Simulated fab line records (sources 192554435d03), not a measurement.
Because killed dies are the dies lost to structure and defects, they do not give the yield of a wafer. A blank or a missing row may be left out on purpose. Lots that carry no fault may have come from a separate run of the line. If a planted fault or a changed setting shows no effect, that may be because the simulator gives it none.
fab line records :: flow n5Finfet :: part 2 of 2: steps 20 to 27 of 27
[record]
  lots = 5
  wafers = 15
  lastDay = 18
route steps=1938 shown MOL_CONTACT_COAG@519
lots that met no fault: from a run of the same line without faults
startH: start of the lot's first displayed wafer, in hours after the record's first day :: waitH: how many hours have passed since the lot's step before this one :: " repeats the value in the row above :: L1.1+2: a single row standing in for several wafers :: - no value present, or no start provided :: * or withheld: withheld :: < > ~ a bound
route shown NAME@n: NAME is a module with steps in the file, n the number in the route of the first one :: usual: average and standard deviation across the fault-free wafers :: same: alike in all rows :: chamber/n: place in a boat :: sites: the reading at each site :: _std_site: standard deviation across them :: _edge_site: the outer-site mean with the inner-site mean subtracted :: radiusMm: for every site, how far away it sits from the centre of the wafer :: mask NAME#n: copy n :: behind: the most recent tool/chamber to have shaped the wafer :: hold: the reason the lot was held/the length of the hold in hours/how it ended :: device: whichever transistor did not switch (one of n, p or np) :: end of line: the same wafers' tests at the end of the route :: a step with no rows: only its recipe :: killed: count of dies lost to structure and defects at first sort (not the wafer's yield) :: map: a wafer's dies, marking killed ones x, the rest . and places with no die _
set.NAME: the run value of the setting; set.NAME@STEP: its run value at that earlier step :: model.NAME: the simulator's own value behind a step, which no gauge read
certain route steps with their lots: each step a table, each wafer a row
services: the hour from which a tool's chamber was out of use, counted from the record's first day as startH (under 0 if before that day), plus the number of hours and why
[[steps]]
[step N5_MOL_CONTACT_COAG_ETCH_110]
[recipe]
  chemistry = CF4/O2
  target = Si
  targetDepthA = 25
  timeS = 8
  pressureMtorr = 100
  sourceW = 200
  biasW = 12
  ionEnergyEv = 60
  Ar_flow_sccm = 100
  cf4FlowSccm = 100
  O2_flow_sccm = 10
[usual]
  drypumpMotorCurrentA = 5.6/0.49
  oesProductAu = 0.77/0.055
  rfVppV = 128/3.4
  showerheadPlenumPTorr = 2.25/0.064
  throttleValvePct = 10.85/0.22
[same]
  timeS = 8
lot.wafer: L079.1
tool: rieDiel-01
chamber: 0
startH: 121.93
waitH: 0.0
drypumpMotorCurrentA: 6.4
oesProductAu: 0.82
rfHoursCounterH: 80
rfVppV: 130
showerheadPlenumPTorr: 2.24
throttleValvePct: 10.51

lot.wafer: L079.2
tool: rieDiel-01
chamber: 1
startH: 121.93
waitH: 0.0
drypumpMotorCurrentA: 5.2
oesProductAu: 0.89
rfHoursCounterH: 28
rfVppV: 129
showerheadPlenumPTorr: 2.25
throttleValvePct: 10.45

lot.wafer: L079.5
tool: rieDiel-01
chamber: 0
startH: 121.93
waitH: 0.0
drypumpMotorCurrentA: 6.4
oesProductAu: 0.82
rfHoursCounterH: -
rfVppV: 131
showerheadPlenumPTorr: 2.24
throttleValvePct: 10.50

lot.wafer: L083.3
tool: rieDiel-03
chamber: 3
startH: 142.75
waitH: 0.0
drypumpMotorCurrentA: 6.3
oesProductAu: 0.71
rfHoursCounterH: 223
rfVppV: 122
showerheadPlenumPTorr: 2.13
throttleValvePct: 11.20

lot.wafer: L083.5
tool: rieDiel-03
chamber: 3
startH: 142.75
waitH: 0.0
drypumpMotorCurrentA: 6.3
oesProductAu: 0.69
rfHoursCounterH: -
rfVppV: 123
showerheadPlenumPTorr: 2.13
throttleValvePct: 11.19

lot.wafer: L083.6
tool: rieDiel-03
chamber: 2
startH: 142.75
waitH: 0.0
drypumpMotorCurrentA: 5.3
oesProductAu: 0.78
rfHoursCounterH: -
rfVppV: 133
showerheadPlenumPTorr: 2.25
throttleValvePct: 10.94

lot.wafer: L088.1
tool: rieDiel-03
chamber: 0
startH: 176.27
waitH: 0.0
drypumpMotorCurrentA: 5.7
oesProductAu: 0.77
rfHoursCounterH: 142
rfVppV: 126
showerheadPlenumPTorr: 2.31
throttleValvePct: 10.76

lot.wafer: L088.4
tool: rieDiel-03
chamber: 3
startH: 176.27
waitH: 0.0
drypumpMotorCurrentA: 6.3
oesProductAu: 0.70
rfHoursCounterH: 235
rfVppV: 122
showerheadPlenumPTorr: 2.13
throttleValvePct: 11.22

lot.wafer: L088.6
tool: rieDiel-03
chamber: 2
startH: 176.27
waitH: 0.0
drypumpMotorCurrentA: 5.3
oesProductAu: 0.76
rfHoursCounterH: -
rfVppV: 130
showerheadPlenumPTorr: 2.25
throttleValvePct: 10.99

lot.wafer: L090.2
tool: rieDiel-03
chamber: 2
startH: 181.68
waitH: 0.0
drypumpMotorCurrentA: 5.3
oesProductAu: 0.75
rfHoursCounterH: 119
rfVppV: 132
showerheadPlenumPTorr: 2.24
throttleValvePct: 10.99

lot.wafer: L090.3
tool: rieDiel-03
chamber: 0
startH: 181.68
waitH: 0.0
drypumpMotorCurrentA: 5.7
oesProductAu: 0.76
rfHoursCounterH: 144
rfVppV: 128
showerheadPlenumPTorr: 2.31
throttleValvePct: 10.77

lot.wafer: L090.6
tool: rieDiel-03
chamber: 2
startH: 181.68
waitH: 0.0
drypumpMotorCurrentA: 5.3
oesProductAu: 0.75
rfHoursCounterH: -
rfVppV: 131
showerheadPlenumPTorr: 2.25
throttleValvePct: 10.99

lot.wafer: L095.1
tool: rieDiel-01
chamber: 3
startH: 216.31
waitH: 0.0
drypumpMotorCurrentA: 5.4
oesProductAu: 0.71
rfHoursCounterH: 202
rfVppV: 132
showerheadPlenumPTorr: 2.30
throttleValvePct: 10.93

lot.wafer: L095.5
tool: rieDiel-01
chamber: 1
startH: 216.31
waitH: 0.0
drypumpMotorCurrentA: 5.2
oesProductAu: 0.84
rfHoursCounterH: -
rfVppV: 129
showerheadPlenumPTorr: 2.24
throttleValvePct: 10.58

lot.wafer: L095.6
tool: rieDiel-01
chamber: 2
startH: 216.31
waitH: 0.0
drypumpMotorCurrentA: 4.9
oesProductAu: 0.72
rfHoursCounterH: -
rfVppV: 127
showerheadPlenumPTorr: 2.30
throttleValvePct: 11.13
[step N5_MOL_CONTACT_COAG_STRIP_98]
[recipe]
  chemistry = N2/H2
  powerW = 500
  tempC = 40
  pressureMtorr = 50
  rfFrequencyHz = 6e+07
  overashFraction = 0.3
  biasPowerW = 8
  h2Frac = 0.5
  n2FlowSccm = 300
  h2FlowSccm = 300
[usual]
  drypumpMotorCurrentA = 5.6/0.49
  oesProductAu = 0.77/0.059
  rfVppV = 54.4/1.5
  showerheadPlenumPTorr = 3.40/0.1
  throttleValvePct = 19.01/0.17
[same]
  overashFraction = 0.3
lot.wafer: L079.1
tool: rieDiel-01
chamber: 0
startH: 121.98
waitH: 0.0
drypumpMotorCurrentA: 6.4
oesProductAu: 0.83
rfHoursCounterH: 80
rfVppV: 54.1
showerheadPlenumPTorr: 3.42
throttleValvePct: 18.99

lot.wafer: L079.2
tool: rieDiel-01
chamber: 1
startH: 121.98
waitH: 0.0
drypumpMotorCurrentA: 5.2
oesProductAu: 0.91
rfHoursCounterH: 28
rfVppV: 55.1
showerheadPlenumPTorr: 3.43
throttleValvePct: 18.64

lot.wafer: L079.5
tool: rieDiel-01
chamber: 0
startH: 121.98
waitH: 0.0
drypumpMotorCurrentA: 6.4
oesProductAu: 0.83
rfHoursCounterH: -
rfVppV: 56.0
showerheadPlenumPTorr: 3.42
throttleValvePct: 18.97

lot.wafer: L083.3
tool: rieDiel-03
chamber: 3
startH: 142.80
waitH: 0.0
drypumpMotorCurrentA: 6.3
oesProductAu: 0.69
rfHoursCounterH: 223
rfVppV: 55.1
showerheadPlenumPTorr: 3.20
throttleValvePct: 19.22

lot.wafer: L083.5
tool: rieDiel-03
chamber: 3
startH: 142.80
waitH: 0.0
drypumpMotorCurrentA: 6.3
oesProductAu: 0.69
rfHoursCounterH: -
rfVppV: 51.5
showerheadPlenumPTorr: 3.20
throttleValvePct: 19.20

lot.wafer: L083.6
tool: rieDiel-03
chamber: 2
startH: 142.80
waitH: 0.0
drypumpMotorCurrentA: 5.3
oesProductAu: 0.77
rfHoursCounterH: -
rfVppV: 55.0
showerheadPlenumPTorr: 3.37
throttleValvePct: 18.88

lot.wafer: L088.1
tool: rieDiel-03
chamber: 0
startH: 176.32
waitH: 0.0
drypumpMotorCurrentA: 5.7
oesProductAu: 0.75
rfHoursCounterH: 142
rfVppV: 52.9
showerheadPlenumPTorr: 3.51
throttleValvePct: 19.02

lot.wafer: L088.4
tool: rieDiel-03
chamber: 3
startH: 176.32
waitH: 0.0
drypumpMotorCurrentA: 6.3
oesProductAu: 0.70
rfHoursCounterH: 235
rfVppV: 53.3
showerheadPlenumPTorr: 3.20
throttleValvePct: 19.24

lot.wafer: L088.6
tool: rieDiel-03
chamber: 2
startH: 176.32
waitH: 0.0
drypumpMotorCurrentA: 5.3
oesProductAu: 0.75
rfHoursCounterH: -
rfVppV: 55.1
showerheadPlenumPTorr: 3.36
throttleValvePct: 18.89

lot.wafer: L090.2
tool: rieDiel-03
chamber: 2
startH: 181.73
waitH: 0.0
drypumpMotorCurrentA: 5.4
oesProductAu: 0.76
rfHoursCounterH: 119
rfVppV: 54.4
showerheadPlenumPTorr: 3.36
throttleValvePct: 18.89

lot.wafer: L090.3
tool: rieDiel-03
chamber: 0
startH: 181.73
waitH: 0.0
drypumpMotorCurrentA: 5.7
oesProductAu: 0.75
rfHoursCounterH: 144
rfVppV: 53.2
showerheadPlenumPTorr: 3.51
throttleValvePct: 19.04

lot.wafer: L090.6
tool: rieDiel-03
chamber: 2
startH: 181.73
waitH: 0.0
drypumpMotorCurrentA: 5.3
oesProductAu: 0.75
rfHoursCounterH: -
rfVppV: 57.5
showerheadPlenumPTorr: 3.36
throttleValvePct: 18.89

lot.wafer: L095.1
tool: rieDiel-01
chamber: 3
startH: 216.36
waitH: 0.0
drypumpMotorCurrentA: 5.4
oesProductAu: 0.70
rfHoursCounterH: 202
rfVppV: 53.9
showerheadPlenumPTorr: 3.46
throttleValvePct: 19.04

lot.wafer: L095.5
tool: rieDiel-01
chamber: 1
startH: 216.36
waitH: 0.0
drypumpMotorCurrentA: 5.2
oesProductAu: 0.86
rfHoursCounterH: -
rfVppV: 53.4
showerheadPlenumPTorr: 3.41
throttleValvePct: 18.66

lot.wafer: L095.6
tool: rieDiel-01
chamber: 2
startH: 216.36
waitH: 0.0
drypumpMotorCurrentA: 4.9
oesProductAu: 0.70
rfHoursCounterH: -
rfVppV: 52.7
showerheadPlenumPTorr: 3.44
throttleValvePct: 19.02
[step N5_MOL_CONTACT_COAG_CD_MEAS_99]
[recipe]
  targetCdNm = 17.2
  polarity = opening
[usual]
  cdNm = 17.3/0.31
lot.wafer: L079.1
tool: cdSem-03
chamber: -
startH: 122.05
waitH: -
cdNm: 17.2

lot.wafer: L079.2
tool: cdSem-03
chamber: -
startH: 122.05
waitH: -
cdNm: 17.0

lot.wafer: L079.5
tool: cdSem-03
chamber: -
startH: 122.05
waitH: -
cdNm: 17.3

lot.wafer: L083.3
tool: cdSem-03
chamber: -
startH: 142.87
waitH: -
cdNm: 17.8

lot.wafer: L083.5
tool: cdSem-03
chamber: -
startH: 142.87
waitH: -
cdNm: 17.5

lot.wafer: L083.6
tool: cdSem-03
chamber: -
startH: 142.87
waitH: -
cdNm: 17.7

lot.wafer: L088.1
tool: cdSem-03
chamber: -
startH: 176.39
waitH: -
cdNm: 17.0

lot.wafer: L088.4
tool: cdSem-03
chamber: -
startH: 176.39
waitH: -
cdNm: 17.4

lot.wafer: L088.6
tool: cdSem-03
chamber: -
startH: 176.39
waitH: -
cdNm: 17.6

lot.wafer: L090.2
tool: cdSem-02
chamber: -
startH: 181.81
waitH: -
cdNm: 17.1

lot.wafer: L090.3
tool: cdSem-02
chamber: -
startH: 181.81
waitH: -
cdNm: 16.8

lot.wafer: L090.6
tool: cdSem-02
chamber: -
startH: 181.81
waitH: -
cdNm: 17.1

lot.wafer: L095.1
tool: cdSem-01
chamber: -
startH: 216.43
waitH: -
cdNm: 17.3

lot.wafer: L095.5
tool: cdSem-01
chamber: -
startH: 216.43
waitH: -
cdNm: 16.7

lot.wafer: L095.6
tool: cdSem-01
chamber: -
startH: 216.43
waitH: -
cdNm: 17.2
[step N5_MOL_CONTACT_COAG_IMPLANT_129]
[recipe]
  species = Ge
  energyKev = 3
  doseCm2 = 6e+14
  tiltDeg = 0
  rotationDeg = 0
[usual]
  beamOnS = 43.8/1.1
lot.wafer: L079.1
tool: implanter-01
chamber: 0
startH: 122.09
waitH: 0.0
beamOnS: 43.3

lot.wafer: L079.2
tool: implanter-01
chamber: 0
startH: 122.09
waitH: 0.0
beamOnS: 42.7

lot.wafer: L079.5
tool: implanter-01
chamber: 0
startH: 122.09
waitH: 0.0
beamOnS: 42.2

lot.wafer: L083.3
tool: implanter-01
chamber: 0
startH: 142.97
waitH: 0.1
beamOnS: 42.6

lot.wafer: L083.5
tool: implanter-01
chamber: 0
startH: 142.97
waitH: 0.1
beamOnS: 43.2

lot.wafer: L083.6
tool: implanter-01
chamber: 0
startH: 142.97
waitH: 0.1
beamOnS: 43.2

lot.wafer: L088.1
tool: implanter-01
chamber: 0
startH: 176.42
waitH: 0.0
beamOnS: 43.7

lot.wafer: L088.4
tool: implanter-01
chamber: 0
startH: 176.42
waitH: 0.0
beamOnS: 40.9

lot.wafer: L088.6
tool: implanter-01
chamber: 0
startH: 176.42
waitH: 0.0
beamOnS: 42.9

lot.wafer: L090.2
tool: implanter-01
chamber: 0
startH: 181.87
waitH: 0.1
beamOnS: 43.4

lot.wafer: L090.3
tool: implanter-01
chamber: 0
startH: 181.87
waitH: 0.1
beamOnS: 42.7

lot.wafer: L090.6
tool: implanter-01
chamber: 0
startH: 181.87
waitH: 0.1
beamOnS: 45.3

lot.wafer: L095.1
tool: implanter-02
chamber: 0
startH: 216.46
waitH: 0.0
beamOnS: 43.6

lot.wafer: L095.5
tool: implanter-02
chamber: 0
startH: 216.46
waitH: 0.0
beamOnS: 44.5

lot.wafer: L095.6
tool: implanter-02
chamber: 0
startH: 216.46
waitH: 0.0
beamOnS: 42.0
[step N5_MOL_CONTACT_COAG_PRECLEAN_111]
[recipe]
  chemistry = NF3:NH3
  afsCycles = 1
  tempC = 30
  timeS = 20
  sublimationTempC = 180
  sublimationTimeS = 60
  pressureTorr = 3
  rfPowerW = 30
[usual]
  rfPowerW = 30.01/0.076
[same]
  timeS = 20
lot.wafer: L079.1
tool: remotePlasma-01
chamber: 1
startH: 122.30
waitH: 0.2
rfPowerW: 30.19

lot.wafer: L079.2
tool: remotePlasma-01
chamber: 1
startH: 122.30
waitH: 0.2
rfPowerW: 30.00

lot.wafer: L079.5
tool: remotePlasma-01
chamber: 1
startH: 122.30
waitH: 0.2
rfPowerW: 29.96

lot.wafer: L083.3
tool: remotePlasma-01
chamber: 0
startH: 143.19
waitH: 0.2
rfPowerW: 29.86

lot.wafer: L083.5
tool: remotePlasma-01
chamber: 0
startH: 143.19
waitH: 0.2
rfPowerW: 29.91

lot.wafer: L083.6
tool: remotePlasma-01
chamber: 0
startH: 143.19
waitH: 0.2
rfPowerW: 29.98

lot.wafer: L088.1
tool: remotePlasma-02
chamber: 1
startH: 176.64
waitH: 0.2
rfPowerW: 30.02

lot.wafer: L088.4
tool: remotePlasma-02
chamber: 1
startH: 176.64
waitH: 0.2
rfPowerW: 30.03

lot.wafer: L088.6
tool: remotePlasma-02
chamber: 1
startH: 176.64
waitH: 0.2
rfPowerW: 30.05

lot.wafer: L090.2
tool: remotePlasma-02
chamber: 1
startH: 182.08
waitH: 0.2
rfPowerW: 30.11

lot.wafer: L090.3
tool: remotePlasma-02
chamber: 1
startH: 182.08
waitH: 0.2
rfPowerW: 30.14

lot.wafer: L090.6
tool: remotePlasma-02
chamber: 1
startH: 182.08
waitH: 0.2
rfPowerW: 30.22

lot.wafer: L095.1
tool: remotePlasma-02
chamber: 0
startH: 216.69
waitH: 0.2
rfPowerW: 29.94

lot.wafer: L095.5
tool: remotePlasma-02
chamber: 0
startH: 216.69
waitH: 0.2
rfPowerW: 29.89

lot.wafer: L095.6
tool: remotePlasma-02
chamber: 0
startH: 216.69
waitH: 0.2
rfPowerW: 29.96
[step N5_MOL_CONTACT_COAG_TI_SIL_19]
[recipe]
  material = Ti
  targetThkA = 42
  tempC = 200
  chamberPressurePa = 5
  powerW = 5000
  timeS = 15
[usual]
  throttleValvePct = 29.7/0.92
[same]
  timeS = 15
lot.wafer: L079.1
tool: pvdSputter-03
chamber: -
startH: 122.77
waitH: 0.4
throttleValvePct: 30.5

lot.wafer: L079.2
tool: pvdSputter-03
chamber: -
startH: 122.77
waitH: 0.4
throttleValvePct: 28.6

lot.wafer: L079.5
tool: pvdSputter-03
chamber: -
startH: 122.77
waitH: 0.4
throttleValvePct: 28.8

lot.wafer: L083.3
tool: pvdSputter-01
chamber: -
startH: 143.38
waitH: 0.2
throttleValvePct: 31.8

lot.wafer: L083.5
tool: pvdSputter-01
chamber: -
startH: 143.38
waitH: 0.2
throttleValvePct: 30.5

lot.wafer: L083.6
tool: pvdSputter-01
chamber: -
startH: 143.38
waitH: 0.2
throttleValvePct: 31.8

lot.wafer: L088.1
tool: pvdSputter-01
chamber: -
startH: 176.88
waitH: 0.2
throttleValvePct: 30.7

lot.wafer: L088.4
tool: pvdSputter-01
chamber: -
startH: 176.88
waitH: 0.2
throttleValvePct: 29.1

lot.wafer: L088.6
tool: pvdSputter-01
chamber: -
startH: 176.88
waitH: 0.2
throttleValvePct: 30.7

lot.wafer: L090.2
tool: pvdSputter-01
chamber: -
startH: 182.35
waitH: 0.2
throttleValvePct: 30.4

lot.wafer: L090.3
tool: pvdSputter-01
chamber: -
startH: 182.35
waitH: 0.2
throttleValvePct: 31.9

lot.wafer: L090.6
tool: pvdSputter-01
chamber: -
startH: 182.35
waitH: 0.2
throttleValvePct: 29.3

lot.wafer: L095.1
tool: pvdSputter-02
chamber: -
startH: 218.57
waitH: 1.8
throttleValvePct: 29.0

lot.wafer: L095.5
tool: pvdSputter-02
chamber: -
startH: 218.57
waitH: 1.8
throttleValvePct: 28.9

lot.wafer: L095.6
tool: pvdSputter-02
chamber: -
startH: 218.57
waitH: 1.8
throttleValvePct: 28.1
[step N5_MOL_CONTACT_COAG_ALD_20]
[recipe]
  material = TiN
  targetThkA = 15
  tempC = 400
  aldPrecursorFamily = TiCl4
  aldCoReactant = NH3
  pulseTimeS = 1
  purgeTimeS = 3
  coReactantPurgeTimeS = 2
  coReactantPulseTimeS = 2
  aldCycles = 68
  pressureTorr = 3
[usual]
  heaterPowerW = 846/56
  precursorPulseHeightRel = 0.996/0.02
lot.wafer: L079.1
tool: aldMetal-01
chamber: 3
startH: 122.89
waitH: 0.1
heaterPowerW: 955
precursorPulseHeightRel: 1.017

lot.wafer: L079.2
tool: aldMetal-01
chamber: 0
startH: 122.89
waitH: 0.1
heaterPowerW: 718
precursorPulseHeightRel: 1.007

lot.wafer: L079.5
tool: aldMetal-01
chamber: 3
startH: 122.89
waitH: 0.1
heaterPowerW: 935
precursorPulseHeightRel: 0.975

lot.wafer: L083.3
tool: aldMetal-01
chamber: 1
startH: 143.51
waitH: 0.1
heaterPowerW: 916
precursorPulseHeightRel: 0.981

lot.wafer: L083.5
tool: aldMetal-01
chamber: 1
startH: 143.51
waitH: 0.1
heaterPowerW: 911
precursorPulseHeightRel: 0.973

lot.wafer: L083.6
tool: aldMetal-01
chamber: 2
startH: 143.51
waitH: 0.1
heaterPowerW: 915
precursorPulseHeightRel: 1.004

lot.wafer: L088.1
tool: aldMetal-03
chamber: 1
startH: 177.00
waitH: 0.1
heaterPowerW: 789
precursorPulseHeightRel: 0.978

lot.wafer: L088.4
tool: aldMetal-03
chamber: 2
startH: 177.00
waitH: 0.1
heaterPowerW: 846
precursorPulseHeightRel: 1.019

lot.wafer: L088.6
tool: aldMetal-03
chamber: 1
startH: 177.00
waitH: 0.1
heaterPowerW: 774
precursorPulseHeightRel: 1.039

lot.wafer: L090.2
tool: aldMetal-03
chamber: 0
startH: 182.48
waitH: 0.1
heaterPowerW: 853
precursorPulseHeightRel: 1.006

lot.wafer: L090.3
tool: aldMetal-03
chamber: 2
startH: 182.48
waitH: 0.1
heaterPowerW: 835
precursorPulseHeightRel: 1.009

lot.wafer: L090.6
tool: aldMetal-03
chamber: 1
startH: 182.48
waitH: 0.1
heaterPowerW: 786
precursorPulseHeightRel: 1.014

lot.wafer: L095.1
tool: aldMetal-02
chamber: 1
startH: 218.69
waitH: 0.1
heaterPowerW: 849
precursorPulseHeightRel: 0.980

lot.wafer: L095.5
tool: aldMetal-02
chamber: 3
startH: 218.69
waitH: 0.1
heaterPowerW: 855
precursorPulseHeightRel: 1.013

lot.wafer: L095.6
tool: aldMetal-02
chamber: 2
startH: 218.69
waitH: 0.1
heaterPowerW: 926
precursorPulseHeightRel: 1.007
[step N5_MOL_CONTACT_COAG_SIL_ANNEAL_21]
[recipe]
  tempC = 550
  timeS = 60
  ambient = N2
[usual]
  lampPowerPct = 5.34/0.055
  lamp_zone_1_pct = 5.34/0.055
  lamp_zone_7_pct = 5.61/0.058
  wafer_temp_C_max = 552.2/0.57
[same]
  timeS = 60
lot.wafer: L079.1
tool: rtpAnneal-01
chamber: 0
startH: 123.29
waitH: 0.2
lampPowerPct: 5.28
lamp_zone_1_pct: 5.28
lamp_zone_7_pct: 5.55
wafer_temp_C_max: 553.8

lot.wafer: L079.2
tool: rtpAnneal-01
chamber: 0
startH: 123.29
waitH: 0.2
lampPowerPct: 5.28
lamp_zone_1_pct: 5.28
lamp_zone_7_pct: 5.55
wafer_temp_C_max: 553.0

lot.wafer: L079.5
tool: rtpAnneal-01
chamber: 0
startH: 123.29
waitH: 0.2
lampPowerPct: 5.28
lamp_zone_1_pct: 5.28
lamp_zone_7_pct: 5.55
wafer_temp_C_max: 552.6

lot.wafer: L083.3
tool: rtpAnneal-02
chamber: 0
startH: 144.01
waitH: 0.3
lampPowerPct: 5.39
lamp_zone_1_pct: 5.40
lamp_zone_7_pct: 5.65
wafer_temp_C_max: 552.4

lot.wafer: L083.5
tool: rtpAnneal-02
chamber: 0
startH: 144.01
waitH: 0.3
lampPowerPct: 5.39
lamp_zone_1_pct: 5.38
lamp_zone_7_pct: 5.66
wafer_temp_C_max: 552.0

lot.wafer: L083.6
tool: rtpAnneal-02
chamber: 0
startH: 144.01
waitH: 0.3
lampPowerPct: 5.39
lamp_zone_1_pct: 5.39
lamp_zone_7_pct: 5.66
wafer_temp_C_max: 551.7

lot.wafer: L088.1
tool: rtpAnneal-01
chamber: 0
startH: 177.37
waitH: 0.2
lampPowerPct: 5.28
lamp_zone_1_pct: 5.27
lamp_zone_7_pct: 5.55
wafer_temp_C_max: 552.9

lot.wafer: L088.4
tool: rtpAnneal-01
chamber: 0
startH: 177.37
waitH: 0.2
lampPowerPct: 5.28
lamp_zone_1_pct: 5.27
lamp_zone_7_pct: 5.55
wafer_temp_C_max: 552.6

lot.wafer: L088.6
tool: rtpAnneal-01
chamber: 0
startH: 177.37
waitH: 0.2
lampPowerPct: 5.28
lamp_zone_1_pct: 5.28
lamp_zone_7_pct: 5.55
wafer_temp_C_max: 552.4

lot.wafer: L090.2
tool: rtpAnneal-02
chamber: 0
startH: 182.88
waitH: 0.2
lampPowerPct: 5.39
lamp_zone_1_pct: 5.38
lamp_zone_7_pct: 5.66
wafer_temp_C_max: 551.7

lot.wafer: L090.3
tool: rtpAnneal-02
chamber: 0
startH: 182.88
waitH: 0.2
lampPowerPct: 5.38
lamp_zone_1_pct: 5.39
lamp_zone_7_pct: 5.65
wafer_temp_C_max: 552.1

lot.wafer: L090.6
tool: rtpAnneal-02
chamber: 0
startH: 182.88
waitH: 0.2
lampPowerPct: 5.39
lamp_zone_1_pct: 5.37
lamp_zone_7_pct: 5.67
wafer_temp_C_max: 552.7

lot.wafer: L095.1
tool: rtpAnneal-02
chamber: 0
startH: 219.18
waitH: 0.3
lampPowerPct: 5.39
lamp_zone_1_pct: 5.39
lamp_zone_7_pct: 5.67
wafer_temp_C_max: 551.9

lot.wafer: L095.5
tool: rtpAnneal-02
chamber: 0
startH: 219.18
waitH: 0.3
lampPowerPct: 5.39
lamp_zone_1_pct: 5.38
lamp_zone_7_pct: 5.66
wafer_temp_C_max: 551.9

lot.wafer: L095.6
tool: rtpAnneal-02
chamber: 0
startH: 219.18
waitH: 0.3
lampPowerPct: 5.39
lamp_zone_1_pct: 5.38
lamp_zone_7_pct: 5.67
wafer_temp_C_max: 551.6
[[services]]
tool: rieDiel-01
chamber: 3
startH: 100.79
hours: 8.7
kind: repair

tool: implanter-02
chamber: -
startH: 107.91
hours: 2.7
kind: repair

tool: remotePlasma-02
chamber: -
startH: 114.21
hours: 1.0
kind: repair

tool: euvScanner-01
chamber: -
startH: 120.86
hours: 0.4
kind: repair

tool: euvScanner-01
chamber: -
startH: 121.52
hours: 1.0
kind: pm

tool: aldMetal-03
chamber: -
startH: 134.31
hours: 1.2
kind: repair

tool: pvdSputter-02
chamber: -
startH: 134.88
hours: 1.1
kind: repair

tool: euvScanner-01
chamber: -
startH: 135.57
hours: 3.6
kind: repair

tool: rieDiel-01
chamber: -
startH: 135.57
hours: 0.8
kind: repair

tool: euvScanner-02
chamber: -
startH: 147.33
hours: 1.0
kind: pm

tool: euvScanner-01
chamber: -
startH: 147.96
hours: 1.3
kind: repair

tool: aldMetal-03
chamber: 3
startH: 155.03
hours: 46.2
kind: repair

tool: rieDiel-01
chamber: 0
startH: 168.70
hours: 6.0
kind: repair

tool: euvScanner-01
chamber: -
startH: 177.68
hours: 1.0
kind: pm

tool: euvScanner-01
chamber: -
startH: 184.66
hours: 5.8
kind: pm

tool: aldMetal-02
chamber: -
startH: 189.77
hours: 3.0
kind: repair

tool: aldMetal-01
chamber: -
startH: 197.87
hours: 2.8
kind: pm

tool: implanter-02
chamber: -
startH: 198.72
hours: 17.3
kind: pm

tool: euvScanner-02
chamber: -
startH: 199.89
hours: 0.5
kind: repair

tool: aldMetal-03
chamber: 2
startH: 200.89
hours: 24.1
kind: repair

tool: euvScanner-02
chamber: -
startH: 203.48
hours: 1.0
kind: pm

tool: rieDiel-03
chamber: 3
startH: 216.77
hours: -
kind: clean

tool: rieDiel-03
chamber: 3
startH: 216.77
hours: -
kind: consumableReplace:focusRing

tool: rieDiel-03
chamber: 3
startH: 216.77
hours: -
kind: consumableReplace:showerhead
